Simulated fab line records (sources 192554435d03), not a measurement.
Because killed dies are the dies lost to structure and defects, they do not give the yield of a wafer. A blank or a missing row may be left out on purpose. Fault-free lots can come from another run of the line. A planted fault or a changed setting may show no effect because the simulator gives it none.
Split-lot experiment / flow n5_finfet / 7 lots, 21 wafers read, on a route of 1938 steps

THE SPLIT ITSELF
At N5_SD_EPI_N_ETCH_45 (etches SiOCN in CH3F/O2, target depth 6 nm), the setting target_depth_a was moved away from the recipe's 60 angstrom on 8 of the 21 wafers read, by -7.8% to +11.7%. For the rest of the wafers, this setting stayed at what the recipe calls for.

The reading is taken at the split's own step.

THE READING
etch.depth_nm (the simulator's own value, which no gauge read), in nm, at N5_SD_EPI_N_ETCH_45 (etches SiOCN in CH3F/O2, target depth 6 nm). There is no usual value for it anywhere in the file. Here, 13 wafers ran the recipe; their average is 5.986 nm with a standard deviation of 0.12 nm.

wafer=L074.2; tool, chamber at the split=rie_diel-06, 0; target_depth_a as run, angstrom=60; against the recipe=recipe; etch.depth_nm, nm=5.792; against lot-mates on the recipe=-
wafer=L074.4; tool, chamber at the split=rie_diel-06, 1; target_depth_a as run, angstrom=60; against the recipe=recipe; etch.depth_nm, nm=6.169; against lot-mates on the recipe=-
wafer=L074.6; tool, chamber at the split=rie_diel-06, 1; target_depth_a as run, angstrom=60; against the recipe=recipe; etch.depth_nm, nm=6.14; against lot-mates on the recipe=-
wafer=L075.1; tool, chamber at the split=rie_diel-06, 0; target_depth_a as run, angstrom=60; against the recipe=recipe; etch.depth_nm, nm=5.807; against lot-mates on the recipe=-
wafer=L075.4; tool, chamber at the split=rie_diel-06, 3; target_depth_a as run, angstrom=67.04; against the recipe=+11.7%; etch.depth_nm, nm=6.671; against lot-mates on the recipe=+0.864
wafer=L075.5; tool, chamber at the split=rie_diel-06, 1; target_depth_a as run, angstrom=67.04; against the recipe=+11.7%; etch.depth_nm, nm=6.84; against lot-mates on the recipe=+1.033
wafer=L078.1; tool, chamber at the split=rie_diel-04, 0; target_depth_a as run, angstrom=60; against the recipe=recipe; etch.depth_nm, nm=6.008; against lot-mates on the recipe=-
wafer=L078.3; tool, chamber at the split=rie_diel-04, 2; target_depth_a as run, angstrom=62.84; against the recipe=+4.7%; etch.depth_nm, nm=6.471; against lot-mates on the recipe=+0.447
wafer=L078.6; tool, chamber at the split=rie_diel-04, 3; target_depth_a as run, angstrom=60; against the recipe=recipe; etch.depth_nm, nm=6.039; against lot-mates on the recipe=-
wafer=L089.1; tool, chamber at the split=rie_diel-04, 2; target_depth_a as run, angstrom=60; against the recipe=recipe; etch.depth_nm, nm=6.123; against lot-mates on the recipe=-
wafer=L089.3; tool, chamber at the split=rie_diel-04, 1; target_depth_a as run, angstrom=60; against the recipe=recipe; etch.depth_nm, nm=5.964; against lot-mates on the recipe=-
wafer=L089.4; tool, chamber at the split=rie_diel-04, 3; target_depth_a as run, angstrom=60; against the recipe=recipe; etch.depth_nm, nm=5.99; against lot-mates on the recipe=-
wafer=L090.4; tool, chamber at the split=rie_diel-06, 2; target_depth_a as run, angstrom=55.32; against the recipe=-7.8%; etch.depth_nm, nm=5.626; against lot-mates on the recipe=-0.174
wafer=L090.5; tool, chamber at the split=rie_diel-06, 1; target_depth_a as run, angstrom=55.32; against the recipe=-7.8%; etch.depth_nm, nm=5.668; against lot-mates on the recipe=-0.132
wafer=L090.6; tool, chamber at the split=rie_diel-06, 0; target_depth_a as run, angstrom=60; against the recipe=recipe; etch.depth_nm, nm=5.8; against lot-mates on the recipe=-
wafer=L091.2; tool, chamber at the split=rie_diel-04, 0; target_depth_a as run, angstrom=58.14; against the recipe=-3.1%; etch.depth_nm, nm=5.828; against lot-mates on the recipe=-0.271
wafer=L091.3; tool, chamber at the split=rie_diel-04, 2; target_depth_a as run, angstrom=60; against the recipe=recipe; etch.depth_nm, nm=6.099; against lot-mates on the recipe=-
wafer=L091.4; tool, chamber at the split=rie_diel-04, 1; target_depth_a as run, angstrom=58.14; against the recipe=-3.1%; etch.depth_nm, nm=5.793; against lot-mates on the recipe=-0.306
wafer=L096.1; tool, chamber at the split=rie_diel-05, 3; target_depth_a as run, angstrom=56.3; against the recipe=-6.2%; etch.depth_nm, nm=5.591; against lot-mates on the recipe=-0.354
wafer=L096.3; tool, chamber at the split=rie_diel-05, 0; target_depth_a as run, angstrom=60; against the recipe=recipe; etch.depth_nm, nm=5.941; against lot-mates on the recipe=-
wafer=L096.5; tool, chamber at the split=rie_diel-05, 3; target_depth_a as run, angstrom=60; against the recipe=recipe; etch.depth_nm, nm=5.95; against lot-mates on the recipe=-

FIT RESULTS
A straight line over all 21 wafers: etch.depth_nm changes by +0.0612 nm for each +1% of target_depth_a; r = +0.93; the points scatter about the line by 0.12 nm.
The same after taking each lot's own level away (the mean of its wafers on the recipe; 21 wafers): +0.0645 nm for each +1%; r = +0.91; scatter 0.15 nm.
On that fit, the largest move of target_depth_a shifts the reading by 0.76 nm.
Measured against the standard deviation above, the lots' own levels, which go from 5.8000 to 6.0990 nm, span 2.4 times it.
The two slopes agree, so the slope changes little with the lot-to-lot level.
Check: +0.78 nm against its lot-mates is what the line predicts for one of the wafers moved furthest among these (+11.7%) when that wafer is left out of the fit. It came out at +0.864 nm against them.

THE OTHER SPLITS THESE WAFERS WENT THROUGH
These wafers also went through other splits before the reading. Each is held against what the fit with the lots' levels taken away leaves over:
other split on the same wafers=N5_FIN_CUT_COAT_29 spin_rpm; wafers away from the commonest value=6; r with etch.depth_nm (lot level and that fit taken away)=-0.25
other split on the same wafers=N5_DUMMY_GATE_CVD_03 temp_c; wafers away from the commonest value=15; r with etch.depth_nm (lot level and that fit taken away)=-0.15
other split on the same wafers=N5_DUMMY_GATE_COAT_28 spin_rpm; wafers away from the commonest value=6; r with etch.depth_nm (lot level and that fit taken away)=+0.04
other split on the same wafers=N5_SD_EPI_N_PEB_07 peb_time_s; wafers away from the commonest value=5; r with etch.depth_nm (lot level and that fit taken away)=-0.20

THE FILE'S OWN FIT
etch.depth_nm changes by +0.0653 nm for each +1% of target_depth_a, r = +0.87.
